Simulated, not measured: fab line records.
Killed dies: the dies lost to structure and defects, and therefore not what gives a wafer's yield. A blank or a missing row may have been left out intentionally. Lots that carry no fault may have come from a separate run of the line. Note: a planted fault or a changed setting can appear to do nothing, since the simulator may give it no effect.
A lot that was struck, set against a sound lot	flow n5-finfet	38 steps out of a route of 1938
Sound: these wafers, L264.1, L264.2, L264.6. The struck wafers were L253.1, L253.4, L253.5. The cause is named last.
At each step with rows: each side's tool, then ch and its chambers, then its first start. Under that, the readings that differ: sound wafers	struck wafers	difference of the means	sigmas: that difference in standard deviations of wafers without a fault.
alike: same words and numbers on both sides, and readings whose means sit less than 2 such deviations apart. not compared: any withheld reading, any reading some wafer has no value for, any bound like >300 that may hide the same value, and any number with overlapping values for which the record gives no deviation.
A row with sigmas, a row that says differs or no value, or rows on one side alone: a step with any of these is where the two part. When numbers do not overlap yet have no deviation, they are printed without sigmas and do not part them. A reading missing from all wafers of one side parts the sides only when that side holds two or more wafers.

first, 10 steps without rows for these wafers: N5_HKMG_FIN_W_FILL_22 (material W, target thk 60 nm, time 18.2 s); N5_HKMG_FIN_PRECLEAN_83 (cleans in DIW, time 57.5 s); N5_HKMG_FIN_SRD_84 (dry time 32 s); N5_HKMG_FIN_CMP_23 (polishes, stops on SiNx, t overpolish 10 s, target thk 46.326 nm); N5_HKMG_FIN_CMP_94 (polishes, stops on SiNx, t overpolish 4.7 s, target thk 43.299 nm); N5_GATE_CUT_ETCHBACK_00 (etches W in SF6/Cl2); N5_GATE_CUT_ETCH_56 (etches TiN in Cl2/Ar, target depth 21.6 nm); N5_GATE_CUT_ETCHBACK_30 (etches TiN in Cl2/Ar, target depth 3 nm); N5_GATE_CUT_VAPOR_ETCH_60 (etches HfO2 in BCl3/Cl2); N5_GATE_CUT_ETCH_58 (etches SiNx in CH3F/O2, target depth 17 nm, time 128.6 s).
N5_GATE_CUT_STRIP_59: strips in N2/H2, time 20 s.
  sound on rie-diel-03 ch 0,1,3, day 8 14:37; struck on rie-diel-03 ch 0,3, day 5 20:26
  no value came back on the struck wafers for any of 8 readings (bias-power-w (W), chamber-pressure-mTorr (mTorr) and others); on the sound wafers bias-power-w (W) reads 3.002 3.004 2.997
  not compared: rf-hours-counter-h
then, 25 steps without rows for these wafers: N5_GATE_CUT_PRECLEAN_31 (cleans in DIW, time 300 s); N5_GATE_CUT_SRD_32 (time 30 s); N5_GATE_CUT_SAC_CAP_01 (material SiNx, target thk 24 nm, pulse time 1 s, ald cycles 480); N5_GATE_CUT_PECVD_57 (deposits SiNx from SiH4/NH3/N2, target thk 21 nm); N5_GATE_CUT_CMP_02 (polishes, stops on SiO2, t overpolish 12.7 s, target thk 0 nm); N5_GATE_CUT_HM_DEP_46 (deposits SiO2 from TEOS/O2, target thk 130 nm, time 26.6 s); N5_GATE_CUT_COAT_34 (time 60 s, resist thk 60 nm); N5_GATE_CUT_COAT_35 (time 60 s, resist thk 10 nm); N5_GATE_CUT_COAT_27 (time 60 s, resist thk 10 nm); N5_GATE_CUT_COAT_07 (resist thk 30 nm); N5_GATE_CUT_EBR_09; N5_GATE_CUT_SOFTBAKE_08 (time 60 s); N5_GATE_CUT_EXPOSE_10 (exposes mask GATE CUT, target cd 20 nm); N5_GATE_CUT_PEB_11 (peb time 60 s); N5_GATE_CUT_DEVELOP_12 (develop time 30 s); N5_GATE_CUT_DESCUM_18 (chemistry O2, time 7 s); N5_GATE_CUT_ETCH_28 (etches underlayer in N2/H2, target depth 13 nm, time 10.4 s); N5_GATE_CUT_ETCH_36 (etches SiARC in CF4, target depth 13 nm, time 21.7 s); N5_GATE_CUT_ETCH_37 (etches SOC in N2/H2, target depth 60 nm, overetch 12 nm, time 90 s); N5_GATE_CUT_STRIP_38 (strips in N2/H2); N5_GATE_CUT_STRIP_39 (strips in N2/H2); N5_GATE_CUT_HM_OPEN_40 (chemistry C4F6/O2, target SiO2, target depth 139 nm, time 85.1 s); N5_GATE_CUT_STRIP_41 (strips in CF4); N5_GATE_CUT_STRIP_42 (strips in O2); N5_GATE_CUT_ETCH_19 (etches SiNx in CH3F/O2, target depth 53.7 nm, time 76.7 s).
-- a jump in the record: the struck wafers' starts before and after are 3 days apart (it breaks off in module GATE_CUT and resumes in module BEOL_M4, where the first step shown is number 1111 of the route) --
N5_BEOL_M4_RC_MEAS_101:
  sound on prober-02 ch 0, day 11 23:47; struck on prober-02 ch 0, day 9 08:05
  alike: DIBL_N, DIBL_P, IOFF_N, IOFF_P, ION_N, ION_P, SS_N, SS_P, VT_N, VT_P
-- a jump in the record: the struck wafers' starts before and after are 4 days apart (it breaks off in module BEOL_M4 and resumes in module PASSIVATION, where the first step shown is number 1936 of the route) --
N5_PASSIVATION_PROBE_49:
  the record has rows for the struck wafers here (prober-01, day 13 15:09) and none for the sound ones

== WHERE THEY PART ==
Earliest at N5_GATE_CUT_STRIP_59; latest, in this record, at N5_PASSIVATION_PROBE_49.

WHY: the cause the simulator had injected
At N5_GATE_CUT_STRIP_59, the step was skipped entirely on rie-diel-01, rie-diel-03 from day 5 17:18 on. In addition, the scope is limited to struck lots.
